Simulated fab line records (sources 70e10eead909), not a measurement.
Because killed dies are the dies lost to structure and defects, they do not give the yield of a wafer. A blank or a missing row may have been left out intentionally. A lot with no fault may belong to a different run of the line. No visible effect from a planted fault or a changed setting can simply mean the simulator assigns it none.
fab line records	flow nand-harc
record lots=13	wafers=39	last-day=22
route steps=1159 shown P_ZERO_WELL@29 P_GATE@167 P_CONTACT@218 END@1159
lots with no fault: from the same line, run without faults
start-h: start of the lot's first displayed wafer, in hours after the record's first day	wait-h: hours elapsed since this lot's preceding step	" identical to the entry in the row above	L1.1+2: a row that stands for several wafers	- no value present, or no start provided	* or withheld: withheld	< > ~ a bound
route shown NAME@n: names a module that has steps shown in the file, with the first one's number in the route	usual: mean/standard deviation taken from wafers without a fault	same: alike in all rows	chamber/n: place in a boat	sites: each site's reading	_std_site: the standard deviation of these	_edge_site: inner sites' mean taken away from outer sites' mean	radius-mm: for every site, how far away it sits from the centre of the wafer	mask NAME#n: copy n	behind: tool/chamber where the wafer was last shaped	hold: cause of the lot's hold/its duration in hours/its outcome	device: names the non-switching transistor (n, p or np)	end of line: tests run on the same wafers once the route is complete	a step without rows: its recipe alone	killed: at the first sort, the dies lost to defects and structure; wafer yield is something else	map: dies across one wafer; x = killed, . = not, _ = none there
set.NAME: the setting as run; set.NAME@STEP: as run at that earlier step	model.NAME: the simulator's own value behind a step, which no gauge read
the route's steps for a sample of lots (tables are steps, rows are wafers)
services: a tool's chamber out of use, with start hour (start-h, from the record's first day; less than 0 if before it), hours out, and reason
## steps
# step NHARC_P_ZERO_WELL_CD_MEAS_24
# recipe target-cd-nm=720	landing-energy-ev=500
# usual cd-nm=720.4/1.6
lot.wafer	tool	chamber	start-h	wait-h	cd-nm
L895.1	cd-sem-01	0	14.49	-	720.1
L895.5	"	0	"	"	722.3
L895.6	"	0	"	"	721.3
L897.3	cd-sem-03	0	26.39	-	720.2
L897.4	"	0	"	"	719.1
L897.5	"	0	"	"	721.3
L899.2	cd-sem-03	0	38.76	-	721.1
L899.4	"	0	"	"	721.7
L899.5	"	0	"	"	719.3
L900.1	cd-sem-01	0	44.62	-	721.4
L900.4	"	0	"	"	718.2
L900.5	"	0	"	"	720.2
L901.3	cd-sem-01	0	50.34	-	719.9
L901.5	"	0	"	"	718.3
L901.6	"	0	"	"	718.7
L902.3	cd-sem-03	0	56.37	-	720.1
L902.4	"	0	"	"	720.7
L902.6	"	0	"	"	720.7
L903.2	cd-sem-01	0	62.62	-	720.9
L903.3	"	0	"	"	718.5
L903.6	"	0	"	"	719.5
L904.1	cd-sem-01	0	68.47	-	722.1
L904.2	"	0	"	"	722.5
L904.5	"	0	"	"	724.1
L905.1	cd-sem-02	0	74.32	-	721.0
L905.2	"	0	"	"	718.9
L905.5	"	0	"	"	720.6
L906.1	cd-sem-01	0	80.73	-	719.3
L906.3	"	0	"	"	716.2
L906.4	"	0	"	"	716.8
L907.2	cd-sem-02	0	86.50	-	721.8
L907.3	"	0	"	"	718.5
L907.4	"	0	"	"	721.5
L909.2	cd-sem-01	0	98.59	-	724.3
L909.3	"	0	"	"	722.9
L909.6	"	0	"	"	721.8
L913.2	cd-sem-01	0	122.35	-	721.7
L913.4	"	0	"	"	718.9
L913.5	"	0	"	"	720.7
# step NHARC_P_GATE_EXPOSE_43
# recipe na=0.6	target-cd-nm=720	dose-mj=14.81	mask-id=P_NSD
lot.wafer	tool	chamber	start-h	wait-h	mask
L895.1+5+6	krf-scanner-04	0	107.17	-	P_NSD#0
L897.3+4+5	krf-scanner-04	0	112.40	-	P_NSD#0
L899.2+4+5	krf-scanner-04	0	121.19	-	P_NSD#0
L900.1+4+5	krf-scanner-03	0	128.14	-	P_NSD#0
L901.3+5+6	krf-scanner-02	0	137.64	-	P_NSD#0
L902.3+4+6	krf-scanner-04	0	152.54	-	P_NSD#0
L904.1+2+5	krf-scanner-03	0	153.21	-	P_NSD#0
L903.2+3+6	krf-scanner-04	0	153.50	-	P_NSD#0
L905.1+2+5	krf-scanner-02	0	171.52	-	P_NSD#0
L907.2+3+4	krf-scanner-03	0	176.60	-	P_NSD#0
L906.1+3+4	krf-scanner-02	0	176.84	-	P_NSD#0
L909.2+3+6	krf-scanner-02	0	195.53	-	P_PSD#0
L913.2+4+5	krf-scanner-04	0	208.57	-	P_NSD#0
# step NHARC_P_GATE_CD_MEAS_46
# recipe target-cd-nm=720	landing-energy-ev=500
# usual cd-nm=720.8/1.4
lot.wafer	tool	chamber	start-h	wait-h	cd-nm
L895.1	cd-sem-03	0	107.33	-	720.7
L895.5	"	0	"	"	719.1
L895.6	"	0	"	"	717.8
L897.3	cd-sem-01	0	112.55	-	722.7
L897.4	"	0	"	"	720.9
L897.5	"	0	"	"	722.2
L899.2	cd-sem-03	0	121.34	-	722.3
L899.4	"	0	"	"	719.2
L899.5	"	0	"	"	722.6
L900.1	cd-sem-02	0	128.30	-	720.9
L900.4	"	0	"	"	722.1
L900.5	"	0	"	"	721.8
L901.3	cd-sem-03	0	137.80	-	720.0
L901.5	"	0	"	"	720.6
L901.6	"	0	"	"	722.2
L902.3	cd-sem-03	0	152.69	-	721.3
L902.4	"	0	"	"	718.4
L902.6	"	0	"	"	720.5
L904.1	cd-sem-01	0	153.37	-	718.7
L904.2	"	0	"	"	718.3
L904.5	"	0	"	"	720.6
L903.2	cd-sem-03	0	153.66	-	719.9
L903.3	"	0	"	"	718.7
L903.6	"	0	"	"	721.8
L905.1	cd-sem-01	0	171.69	-	718.1
L905.2	"	0	"	"	720.3
L905.5	"	0	"	"	719.8
L907.2	cd-sem-01	0	176.75	-	719.3
L907.3	"	0	"	"	721.1
L907.4	"	0	"	"	719.0
L906.1	cd-sem-03	0	177.00	-	718.7
L906.3	"	0	"	"	719.1
L906.4	"	0	"	"	718.3
L909.2	cd-sem-03	0	195.69	-	-
L909.3	"	0	"	"	-
L909.6	"	0	"	"	-
L913.2	cd-sem-01	0	208.74	-	719.0
L913.4	"	0	"	"	719.4
L913.5	"	0	"	"	721.3
# step NHARC_P_CONTACT_DEP_00
# recipe target-thk-a=5000	temp-c=400	pressure-torr=6.5	rf-w=900	teos-flow-sccm=161.4	flow-sccm=2650	target-thk-nm=500	gas=O2	material=SiO2
# usual heater-power-w=580/100	throttle-valve-pct=16.1/0.33
lot.wafer	tool	chamber	start-h	wait-h	heater-power-w	throttle-valve-pct
L895.1	pecvd-01	0	-	-	516	15.3
L895.6	"	2	"	"	531	16.4
L895.5	"	0	"	"	550	15.7
L897.3	pecvd-04	0	-	-	445	15.9
L897.5	"	1	"	"	798	15.7
L897.4	"	0	"	"	329	16.3
L899.2	pecvd-04	1	-	-	815	15.8
L899.5	"	2	"	"	707	15.9
L899.4	"	0	"	"	424	15.9
L900.1	pecvd-01	2	135.64	0.3	602	16.7
L900.4	"	2	"	"	449	16.7
L900.5	"	2	"	"	489	16.6
L901.3	pecvd-01	1	-	-	594	16.3
L901.5	"	0	"	"	584	15.4
L901.6	"	2	"	"	553	16.6
L902.3	pecvd-04	0	-	-	381	16.1
L902.6	"	1	"	"	709	16.2
L902.4	"	0	"	"	396	16.0
L904.1	pecvd-03	0	-	-	618	16.0
L904.2	"	1	"	"	599	16.3
L904.5	"	2	"	"	524	16.4
L903.3	pecvd-03	0	-	-	608	15.8
L903.2	"	1	"	"	644	15.9
L903.6	"	1	"	"	659	16.0
L905.2	pecvd-03	0	-	-	738	16.3
L905.1	"	1	"	"	636	15.8
L905.5	"	2	"	"	420	16.3
L907.2	pecvd-03	2	-	-	492	16.0
L907.3	"	0	"	"	642	16.0
L907.4	"	0	"	"	679	15.8
L906.1	pecvd-01	0	-	-	532	15.4
L906.3	"	1	"	"	606	16.2
L906.4	"	0	"	"	551	15.6
L913.2	pecvd-04	1	-	-	831	16.3
L913.5	"	0	"	"	460	16.0
L913.4	"	2	"	"	572	16.0
# step NHARC_P_CONTACT_INSPECT_14
# usual raw-defect-count=3.5/2.3
lot.wafer	tool	chamber	start-h	wait-h	raw-defect-count
L895.1	defect-inspect-02	-	117.47	0.0	4
L895.5	"	-	"	"	3
L895.6	"	-	"	"	2
L897.3	defect-inspect-01	-	122.13	0.0	3
L897.4	"	-	"	"	1
L897.5	"	-	"	"	1
L899.2	defect-inspect-01	-	129.64	0.0	4
L899.4	"	-	"	"	3
L899.5	"	-	"	"	4
L900.1	defect-inspect-02	-	137.08	0.0	3
L900.4	"	-	"	"	2
L900.5	"	-	"	"	2
L901.3	defect-inspect-02	-	146.08	0.0	4
L901.5	"	-	"	"	3
L901.6	"	-	"	"	0
L902.3	defect-inspect-01	-	161.37	0.0	3
L902.4	"	-	"	"	3
L902.6	"	-	"	"	1
L904.1	defect-inspect-02	-	161.71	0.0	4
L904.2	"	-	"	"	3
L904.5	"	-	"	"	4
L903.2	defect-inspect-02	-	162.61	0.0	0
L903.3	"	-	"	"	2
L903.6	"	-	"	"	3
L905.1	defect-inspect-02	-	180.05	0.0	6
L905.2	"	-	"	"	1
L905.5	"	-	"	"	2
L907.2	defect-inspect-02	-	184.85	0.0	4
L907.3	"	-	"	"	2
L907.4	"	-	"	"	3
L906.1	defect-inspect-01	-	185.28	0.0	2
L906.3	"	-	"	"	5
L906.4	"	-	"	"	4
L913.2	defect-inspect-02	-	217.38	0.0	11
L913.4	"	-	"	"	7
L913.5	"	-	"	"	5
# step NHARC_END_SORT_01
# recipe temp-c=25
# usual killed-at-array=28/11	killed-at-other=0.6/0.85	killed-at-periphery=2.8/2.3	killed-dies=31/11	killed-open=3.1/1.6	killed-short=2.0/1.4
# same gross-dies=677
lot.wafer	tool	chamber	start-h	wait-h	hold	killed-at-array	killed-at-other	killed-at-periphery	killed-dies	killed-open	killed-short
L895.1	prober-02	0	447.82	2.5	-	30	0	3	33	4	3
L895.5	prober-02	0	450.92	3.6	-	28	1	1	30	2	1
L895.6	prober-02	0	451.70	3.9	-	30	0	0	30	1	4
L897.3	prober-02	0	457.14	3.1	-	11	2	2	15	2	1
L897.4	prober-02	0	457.95	3.4	-	15	1	2	18	3	1
L897.5	prober-02	0	458.76	3.7	-	14	1	0	15	0	1
L902.3	prober-01	0	475.81	3.1	-	27	1	2	30	6	1
L902.4	prober-01	0	476.61	3.4	-	16	1	2	19	1	7
L902.6	prober-01	0	478.22	4.0	-	21	1	0	22	4	3
L904.1	prober-02	0	490.47	2.5	-	14	0	5	19	9	3
L904.2	prober-02	0	491.25	2.8	-	16	2	5	23	7	4
L904.5	prober-02	0	493.61	3.6	-	15	0	5	20	3	3
L903.2	prober-01	0	491.16	2.7	-	39	0	1	40	3	2
L903.3	prober-01	0	491.95	3.0	-	33	1	0	34	4	3
L903.6	prober-01	0	494.30	3.9	-	42	0	0	42	2	3
L907.2	prober-01	0	507.29	2.8	-	40	1	3	44	4	6
L907.3	prober-01	0	508.09	3.1	-	27	0	2	29	4	0
L907.4	prober-01	0	508.89	3.4	-	17	1	1	19	3	1
L905.1	prober-01	0	515.53	2.5	-	15	1	6	22	3	0
L905.2	prober-01	0	516.32	2.8	-	18	0	2	20	3	1
L905.5	prober-01	0	518.71	3.7	-	21	2	1	24	4	2
L906.1	prober-02	0	515.55	2.5	-	24	0	3	27	1	2
L906.3	prober-02	0	517.13	3.1	-	43	0	1	44	4	6
L906.4	prober-02	0	517.92	3.4	-	33	0	1	34	3	2
L909.2	prober-01	0	532.58	2.8	await-dispo/2.7h/scrap	23	0	654	677	3	2
L909.3	prober-01	0	533.38	3.1	await-dispo/2.7h/scrap	30	1	646	677	2	0
L909.6	prober-01	0	535.77	4.0	await-dispo/2.7h/scrap	20	1	656	677	0	3
# killed by level:class
L895.1 A_CHANNEL_HOLE_D1:chamber-film-flake=13 A_SLIT:chamber-film-flake=5 A_CONTACT:chamber-film-flake=3 A_M1:chamber-film-flake=3 A_CONTACT:geometric-particle:short=2 P_GATE:geometric-particle:open=1 P_CONTACT:geometric-particle:open=1 A_CHANNEL_FILL_D1:geometric-particle:open=1
L895.5 A_CHANNEL_HOLE_D1:chamber-film-flake=13 A_SLIT:chamber-film-flake=8 A_CONTACT:chamber-film-flake=2 A_WL_FILL:geometric-particle:short=1 A_CONTACT:geometric-particle:open=1 A_BLC:geometric-particle:open=1 P_M1:chamber-film-flake=1 A_STAIRCASE:chamber-film-flake=1
L895.6 A_SLIT:chamber-film-flake=8 A_CONTACT:chamber-film-flake=7 A_CHANNEL_HOLE_D1:chamber-film-flake=6 A_STAIRCASE:chamber-film-flake=2 A_ONON_D1:geometric-particle:short=1 A_CHANNEL_FILL_D1:geometric-particle:short=1 A_SGD_CUT:geometric-particle:short=1 A_CONTACT:geometric-particle:open=1
L897.3 A_STAIRCASE:chamber-film-flake=4 A_CHANNEL_FILL_D1:chamber-film-flake=2 A_WL_FILL:chamber-film-flake=2 THIN_TSV:chamber-film-flake=2 P_GATE:geometric-particle:short=1 A_SOURCE_PLATE:geometric-particle:open=1 A_CONTACT:geometric-particle:open=1 P_GATE:chamber-film-flake=1
L897.4 A_CHANNEL_HOLE_D1:chamber-film-flake=3 A_WL_FILL:chamber-film-flake=3 P_CONTACT:geometric-particle:open=2 A_CHANNEL_FILL_D1:chamber-film-flake=2 A_STAIRCASE:chamber-film-flake=2 A_CONTACT:chamber-film-flake=2 A_CONTACT:geometric-particle:short=1 A_CONTACT:geometric-particle:open=1
L897.5 A_CHANNEL_HOLE_D1:chamber-film-flake=6 A_STAIRCASE:chamber-film-flake=4 A_CONTACT:chamber-film-flake=3 A_WL_FILL:geometric-particle:short=1 THIN_TSV:chamber-film-flake=1
L902.3 A_STAIRCASE:chamber-film-flake=9 A_CHANNEL_HOLE_D1:chamber-film-flake=5 A_CONTACT:chamber-film-flake=5 A_SLIT:chamber-film-flake=3 P_GATE:geometric-particle:open=1 P_M0:geometric-particle:short=1 A_ONON_D1:geometric-particle:open=1 A_WL_FILL:geometric-particle:open=1
L902.4 A_STAIRCASE:chamber-film-flake=6 A_CHANNEL_FILL_D1:geometric-particle:short=2 A_CONTACT:chamber-film-flake=2 P_STI:geometric-particle:short=1 P_M0:geometric-particle:short=1 A_ONON_D1:geometric-particle:short=1 A_SGD_CUT:geometric-particle:short=1 A_SGD_CUT:geometric-particle:open=1
L902.6 A_STAIRCASE:chamber-film-flake=6 A_CHANNEL_HOLE_D1:chamber-film-flake=4 A_CONTACT:chamber-film-flake=4 A_ONON_D1:geometric-particle:short=2 A_CHANNEL_HOLE_D1:geometric-particle:open=1 A_CHANNEL_FILL_D1:geometric-particle:open=1 A_CHANNEL_FILL_D1:geometric-particle:short=1 A_SGD_CUT:geometric-particle:open=1
L904.1 A_STAIRCASE:chamber-film-flake=3 P_M2:geometric-particle:open=2 A_CONTACT:geometric-particle:open=2 A_ZERO_WELL:chamber-film-flake=2 P_M0:geometric-particle:short=1 P_M0:geometric-particle:open=1 P_M1:geometric-particle:open=1 A_ONON_D1:geometric-particle:short=1
L903.2 A_CHANNEL_HOLE_D1:chamber-film-flake=13 A_SLIT:chamber-film-flake=11 A_STAIRCASE:chamber-film-flake=8 A_CONTACT:chamber-film-flake=3 A_CONTACT:geometric-particle:open=2 P_STI:geometric-particle:open=1 A_ONON_D1:geometric-particle:short=1 A_WL_FILL:geometric-particle:short=1
L904.2 P_GATE:chamber-film-flake=3 THIN_TSV:chamber-film-flake=2 A_CONTACT:geometric-particle:open=2 A_BLC:geometric-particle:open=2 A_ZERO_WELL:chamber-film-flake=2 A_CHANNEL_FILL_D1:chamber-film-flake=2 P_GATE:geometric-particle:short=1 P_CONTACT:geometric-particle:open=1
L903.3 A_CHANNEL_HOLE_D1:chamber-film-flake=9 A_SLIT:chamber-film-flake=7 A_STAIRCASE:chamber-film-flake=6 A_CONTACT:chamber-film-flake=4 A_CONTACT:geometric-particle:open=2 A_CHANNEL_HOLE_D1:geometric-particle:short=1 A_CHANNEL_FILL_D1:geometric-particle:open=1 A_CHANNEL_FILL_D1:geometric-particle:short=1
L904.5 A_CHANNEL_HOLE_D1:chamber-film-flake=4 A_STAIRCASE:chamber-film-flake=3 A_CONTACT:chamber-film-flake=3 P_CONTACT:geometric-particle:open=1 P_M2:geometric-particle:open=1 A_ONON_D1:geometric-particle:open=1 A_ONON_D1:geometric-particle:short=1 A_CHANNEL_HOLE_D1:geometric-particle:short=1
L903.6 A_CHANNEL_HOLE_D1:chamber-film-flake=16 A_SLIT:chamber-film-flake=12 A_STAIRCASE:chamber-film-flake=9 A_WL_FILL:geometric-particle:short=2 A_WL_FILL:geometric-particle:open=2 A_ONON_D1:geometric-particle:short=1
L907.2 A_CHANNEL_HOLE_D1:chamber-film-flake=21 A_STAIRCASE:chamber-film-flake=6 A_WL_FILL:chamber-film-flake=3 A_CONTACT:geometric-particle:short=2 A_M0:geometric-particle:open=2 A_CONTACT:chamber-film-flake=2 P_CONTACT:geometric-particle:short=1 P_M0:geometric-particle:open=1
L907.3 A_CHANNEL_HOLE_D1:chamber-film-flake=17 A_STAIRCASE:chamber-film-flake=7 P_CONTACT:geometric-particle:open=2 A_SOURCE_PLATE:geometric-particle:open=1 A_CONTACT:geometric-particle:open=1 A_SLIT:chamber-film-flake=1
L907.4 A_CHANNEL_HOLE_D1:chamber-film-flake=10 A_M0:geometric-particle:open=2 A_CONTACT:chamber-film-flake=2 P_M0:geometric-particle:open=1 STARTING-WAFER:geometric-particle:short=1 A_ZERO_WELL:chamber-film-flake=1 A_SGD_CUT:chamber-film-flake=1 A_WL_FILL:chamber-film-flake=1
L905.1 A_CHANNEL_HOLE_D1:chamber-film-flake=5 A_CONTACT:chamber-film-flake=5 P_M2:chamber-film-flake=4 A_STAIRCASE:chamber-film-flake=3 P_GATE:geometric-particle:open=1 P_M1:geometric-particle:open=1 A_ONON_D1:geometric-particle:open=1 A_SLIT:chamber-film-flake=1
L906.1 A_SLIT:chamber-film-flake=8 A_STAIRCASE:chamber-film-flake=7 A_CONTACT:chamber-film-flake=3 A_CHANNEL_HOLE_D1:chamber-film-flake=2 A_M1:chamber-film-flake=2 P_CONTACT:geometric-particle:open=1 A_WL_FILL:geometric-particle:short=1 A_M0:geometric-particle:short=1
L905.2 A_STAIRCASE:chamber-film-flake=6 A_CONTACT:chamber-film-flake=4 A_CHANNEL_HOLE_D1:chamber-film-flake=3 P_CONTACT:geometric-particle:open=1 A_CHANNEL_FILL_D1:geometric-particle:open=1 A_CHANNEL_FILL_D1:geometric-particle:short=1 A_M0:geometric-particle:open=1 P_M2:chamber-film-flake=1
L906.3 A_SLIT:chamber-film-flake=17 A_STAIRCASE:chamber-film-flake=7 A_CHANNEL_HOLE_D1:chamber-film-flake=5 A_CONTACT:chamber-film-flake=3 A_CHANNEL_FILL_D1:geometric-particle:open=2 A_CHANNEL_FILL_D1:geometric-particle:short=2 A_ONON_D1:geometric-particle:short=1 A_SGD_CUT:geometric-particle:open=1
L906.4 A_SLIT:chamber-film-flake=13 A_STAIRCASE:chamber-film-flake=8 A_CHANNEL_HOLE_D1:chamber-film-flake=5 A_CHANNEL_FILL_D1:geometric-particle:short=2 A_CONTACT:chamber-film-flake=2 A_ONON_D1:geometric-particle:open=1 A_CONTACT:geometric-particle:open=1 A_BLC:geometric-particle:open=1
L905.5 A_STAIRCASE:chamber-film-flake=5 A_CHANNEL_HOLE_D1:chamber-film-flake=4 A_CONTACT:chamber-film-flake=3 A_SGD_CUT:geometric-particle:open=2 A_WL_FILL:chamber-film-flake=2 A_CHANNEL_FILL_D1:geometric-particle:short=1 A_CONTACT:geometric-particle:short=1 A_CONTACT:geometric-particle:open=1
L909.2 P_GATE:area-expose=654 A_CHANNEL_HOLE_D1:chamber-film-flake=13 A_STAIRCASE:chamber-film-flake=4 A_ONON_D1:geometric-particle:open=2 A_M0:geometric-particle:short=2 A_BLC:geometric-particle:open=1 A_CONTACT:chamber-film-flake=1
L909.3 P_GATE:area-expose=645 A_CHANNEL_HOLE_D1:chamber-film-flake=20 A_STAIRCASE:chamber-film-flake=6 A_CONTACT:chamber-film-flake=3 P_M0:geometric-particle:open=1 A_CONTACT:geometric-particle:open=1 THIN_TSV:chamber-film-flake=1
L909.6 P_GATE:area-expose=656 A_CHANNEL_HOLE_D1:chamber-film-flake=15 A_CHANNEL_FILL_D1:geometric-particle:short=1 A_M0:geometric-particle:short=1 STARTING-WAFER:geometric-particle:short=1 A_ZERO_WELL:chamber-film-flake=1 A_STAIRCASE:chamber-film-flake=1 A_CONTACT:chamber-film-flake=1
## services
tool	chamber	start-h	hours	kind
krf-scanner-03	0	90.78	-	calibration
pecvd-03	-	111.49	13.0	pm
pecvd-03	0	111.49	13.0	vent-cycle
pecvd-03	1	111.49	13.0	vent-cycle
pecvd-03	2	111.49	13.0	vent-cycle
krf-scanner-03	-	114.88	1.5	repair
pecvd-03	0	124.49	-	clean
pecvd-03	1	124.49	-	clean
pecvd-03	2	124.49	-	clean
krf-scanner-04	-	125.93	16.3	repair
krf-scanner-02	0	149.91	-	calibration
krf-scanner-03	-	168.00	4.0	pm
krf-scanner-04	0	181.46	-	calibration
pecvd-04	-	195.00	13.0	pm
pecvd-04	0	195.00	13.0	vent-cycle
pecvd-04	1	195.00	13.0	vent-cycle
pecvd-04	2	195.00	13.0	vent-cycle
pecvd-04	0	208.00	-	clean
pecvd-04	1	208.00	-	clean
pecvd-04	2	208.00	-	clean
krf-scanner-02	-	210.00	4.0	pm
## key
first-sign step=NHARC_P_GATE_EXPOSE_43	reading=mask	direction=changed
effect step=NHARC_P_GATE_CD_MEAS_46	reading=cd-nm	direction=missing
effect step=NHARC_END_SORT_01	reading=killed-at-periphery	direction=up	sigmas=99+	usual=2.8	struck=652
more-kills-born-at NHARC_P_GATE_EXPOSE_43@krf-scanner-02=1955
met-at NHARC_P_GATE_EXPOSE_43
struck-lots L909
later-rows-left-out L909.2,L909.3,L909.6
tester-left-out L909
not-acting-at NHARC_P_ZERO_WELL_CD_MEAS_24,NHARC_P_CONTACT_DEP_00,NHARC_P_CONTACT_INSPECT_14
onset-between 176.84 195.53
fault kind=wrong-mask	tool=any	chamber=-	onset-h=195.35	steps=NHARC_P_GATE_EXPOSE_43	aux-copy=P_PSD#0	scope=struck-lots-only
# tester-left-out: of these lots the tester's yield and bins aren't shown, on N5 and GAA mostly nor the transistor test; their killed dies are dies lost to structure and defects alone, not to doping, threshold or leakage, so they don't give the yield
# later-rows-left-out: the simulator's readings of these wafers behind a module that went badly wrong aren't trusted and aren't shown, but for the sort
